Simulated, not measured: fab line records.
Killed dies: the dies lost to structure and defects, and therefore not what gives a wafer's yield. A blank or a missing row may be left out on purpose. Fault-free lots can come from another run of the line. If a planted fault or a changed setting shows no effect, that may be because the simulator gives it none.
Check of tool commonality -- flow nandHarc -- 18 wafers sampled across 6 lots

WHY IT WAS OPENED
Flagged at NHARC_END_SORT_01: reading killedAtArray, on 2 of 6 lots. Fault-free wafers read 26, with a standard deviation of 9.1.
Rule: a lot is flagged when every wafer of it that has a number lies more than 4 standard deviations from that mean, or none has a number. The other lots count as sound.

lot,measured,on,"killedAtArray, wafer by wafer",flag
L893,day 19 20:22,prober-02,15 17 22,
L899,day 21 01:45,prober-01,664 649 635,FLAGGED
L903,day 21 11:52,prober-01,26 26 18,
L904,day 23 09:22,prober-02,649 663 656,FLAGGED
L913,day 24 18:15,prober-02,35 33 33,
L914,day 24 19:15,prober-01,20 12 19,
The numbers of the flagged lots are 653 on average: +627 against the usual, or +69 standard deviations.

WHICH TOOL EACH LOT WENT THROUGH
Before the reading, the record contains 4 process steps out of a 1159-step route. Each cell gives the tool, then ch followed by the chambers the sampled wafers passed through, then the start.
lot,flag,NHARC_A_STAIRCASE_DESCUM_186,NHARC_A_STAIRCASE_ETCH_188,NHARC_A_STAIRCASE_TRIM_193,NHARC_A_STAIRCASE_TRIM_198
L893,,"rieDiel-01 ch 0,1,2, day 11 11:31","rieDiel-01 ch 1,2,3, day 11 11:46","rieDiel-01 ch 0,2,3, day 19 20:22 or earlier","rieDiel-01 ch 1,2,3, day 19 20:22 or earlier"
L899,FLAGGED,"rieDiel-02 ch 0,3, day 13 01:37","rieDiel-02 ch 1,2, day 13 01:52","rieDiel-02 ch 1,2,3, day 21 01:45 or earlier","rieDiel-02 ch 1,2, day 21 01:45 or earlier"
L903,,"rieDiel-08 ch 0,3, day 13 06:08","rieDiel-08 ch 1,2,3, day 13 06:24","rieDiel-08 ch 1,2, day 21 11:52 or earlier","rieDiel-02 ch 0,3, day 21 11:52 or earlier"
L904,FLAGGED,"rieDiel-02 ch 0,1,2, day 14 14:17","rieDiel-02 ch 2,3, day 14 14:32","rieDiel-02 ch 0,1,2, day 23 09:22 or earlier","rieDiel-02 ch 0,1,2, day 23 09:22 or earlier"
L913,,"rieDiel-08 ch 0,1,3, day 15 19:55","rieDiel-08 ch 2,3, day 15 21:42","rieDiel-08 ch 0,1,3, day 24 18:15 or earlier","rieDiel-08 ch 0,3, day 24 18:15 or earlier"
L914,,"rieDiel-01 ch 1,3, day 16 00:14","rieDiel-01 ch 1,3, day 16 00:40","rieDiel-01 ch 1,2,3, day 24 19:15 or earlier","rieDiel-08 ch 1,2,3, day 24 19:15 or earlier"
What these steps do:
- NHARC_A_STAIRCASE_DESCUM_186: chemistry O2, time 3 s.
- NHARC_A_STAIRCASE_ETCH_188: etches the open film in C4F8/O2, target depth 100 nm, time 40.5 s.
- NHARC_A_STAIRCASE_TRIM_193: chemistry O2, time 211.2 s.
- NHARC_A_STAIRCASE_TRIM_198: chemistry O2, time 211.2 s.
- NHARC_END_SORT_01

FLAGGED AGAINST TOTAL, ONE TOOL AT A TIME (gauges that did the reading follow at the end)
step,tool,lots run,flagged,share of the flagged lots,sound lots run after its first flagged lot
NHARC_A_STAIRCASE_DESCUM_186,rieDiel-01,2,0,none,-
NHARC_A_STAIRCASE_DESCUM_186,rieDiel-02,2,2,all,0
NHARC_A_STAIRCASE_DESCUM_186,rieDiel-08,2,0,none,-
NHARC_A_STAIRCASE_ETCH_188,rieDiel-01,2,0,none,-
NHARC_A_STAIRCASE_ETCH_188,rieDiel-02,2,2,all,0
NHARC_A_STAIRCASE_ETCH_188,rieDiel-08,2,0,none,-
NHARC_A_STAIRCASE_TRIM_193,rieDiel-01,2,0,none,-
NHARC_A_STAIRCASE_TRIM_193,rieDiel-02,2,2,all,0
NHARC_A_STAIRCASE_TRIM_193,rieDiel-08,2,0,none,-
NHARC_A_STAIRCASE_TRIM_198,rieDiel-01,1,0,none,-
NHARC_A_STAIRCASE_TRIM_198,rieDiel-02,3,2,all,1 (L903)
NHARC_A_STAIRCASE_TRIM_198,rieDiel-08,2,0,none,-
NHARC_END_SORT_01,prober-01,3,1,some,"2 (L903,L914)"
NHARC_END_SORT_01,prober-02,3,1,some,1 (L913)
NHARC_A_STAIRCASE_TRIM_193: start missing for some lots; hours and lot order therefore follow NHARC_END_SORT_01. NHARC_A_STAIRCASE_TRIM_198: start missing for some lots; hours and lot order therefore follow NHARC_END_SORT_01.

THE TABLE: WHAT IT ALLOWS
4 rows of the table ran every flagged lot: rieDiel-02 at NHARC_A_STAIRCASE_DESCUM_186, rieDiel-02 at NHARC_A_STAIRCASE_ETCH_188, rieDiel-02 at NHARC_A_STAIRCASE_TRIM_193, rieDiel-02 at NHARC_A_STAIRCASE_TRIM_198.
- rieDiel-02 at NHARC_A_STAIRCASE_DESCUM_186: 2 of its 2 lots flagged. The start can't be narrowed down: in this sample, it ran no sound lot prior to its first flagged lot.
- rieDiel-02 at NHARC_A_STAIRCASE_ETCH_188: 2 of its 2 lots flagged. The start can't be narrowed down: in this sample, it ran no sound lot prior to its first flagged lot. Its own readings lie more than 4 standard deviations out on every wafer of the flagged lots: oesProductAu.
- rieDiel-02 at NHARC_A_STAIRCASE_TRIM_193: 2 of its 2 lots flagged. The start can't be narrowed down: in this sample, it ran no sound lot prior to its first flagged lot.
- rieDiel-02 at NHARC_A_STAIRCASE_TRIM_198: 2 of its 3 lots flagged. Lots that were sound ran on it after the first flagged one (L903); a persistent fault on the entire tool would not allow that.
Just one tool remains: rieDiel-02 at NHARC_A_STAIRCASE_DESCUM_186 and NHARC_A_STAIRCASE_ETCH_188 and NHARC_A_STAIRCASE_TRIM_193.

WHAT THE SIMULATOR HAD INSERTED
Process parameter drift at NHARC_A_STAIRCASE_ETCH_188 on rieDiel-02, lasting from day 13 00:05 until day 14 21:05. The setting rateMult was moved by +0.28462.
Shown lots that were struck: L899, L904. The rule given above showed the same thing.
